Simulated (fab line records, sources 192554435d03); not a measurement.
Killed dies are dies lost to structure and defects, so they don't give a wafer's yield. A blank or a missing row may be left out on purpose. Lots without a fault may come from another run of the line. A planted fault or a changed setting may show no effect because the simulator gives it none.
Chamber matching | flow n5_finfet | N5_BEOL_M8_CMP_52 on cmp-01: 4 sister chambers
The step polishes, stops on SiCOH lowk, t overpolish 6.9 s, target thk 80 nm. 8 wafers are shown with their chamber, then 8 later ones without.

WAFERS WITH THEIR CHAMBER
wafer  | chamber | motor_current_A (A) | time_to_endpoint_s (s)
L085.2 | 3       | 6.8                 | 68
L085.4 | 1       | 5.7                 | 65
L090.2 | 1       | 5.8                 | 68
L090.3 | 0       | 5.1                 | 63
L089.3 | 0       | 5.1                 | 61
L089.4 | 2       | 5.7                 | 62
L089.5 | 3       | 6.6                 | 67
L092.2 | 2       | 5.6                 | 59

WAFERS WITHOUT THEIR CHAMBER
wafer  | motor_current_A (A) | time_to_endpoint_s (s)
L092.5 | 6.4                 | 65
L092.6 | 5.7                 | 58
L096.1 | 5.1                 | 62
L096.2 | 6.0                 | 61
L096.4 | 5.7                 | 66
L095.2 | 4.8                 | 66
L095.4 | 6.3                 | 73
L095.5 | 6.0                 | 68

WHICH CHAMBER EACH WENT THROUGH
wafer  | from the rows above     | in truth
L092.5 | 3                       | 3
L092.6 | 2                       | 2
L096.1 | 0                       | 0
L096.2 | can't be placed: 2 or 1 | 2
L096.4 | 1                       | 1
L095.2 | 0                       | 0
L095.4 | can't be placed: 3 or 1 | 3
L095.5 | 1                       | 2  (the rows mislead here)
Placed correctly: 5 of 8. Can't be placed from these rows: 2 (the true chamber is among the candidates in 2). Placed wrongly: 1.
How it was worked out, from the rows above alone: a wafer's distance from a chamber is the root of the sum, over the readings, of the square of ((its reading less the chamber's mean) divided by the reading's scatter). The wafer belongs to the nearest chamber; if the next one is less than 2 further off, it can't be placed. A chamber's mean is the mean of its shown wafers. The scatter: the root of (the sum of the squares of (reading less its chamber's mean) over the shown wafers, divided by (wafers less chambers)).
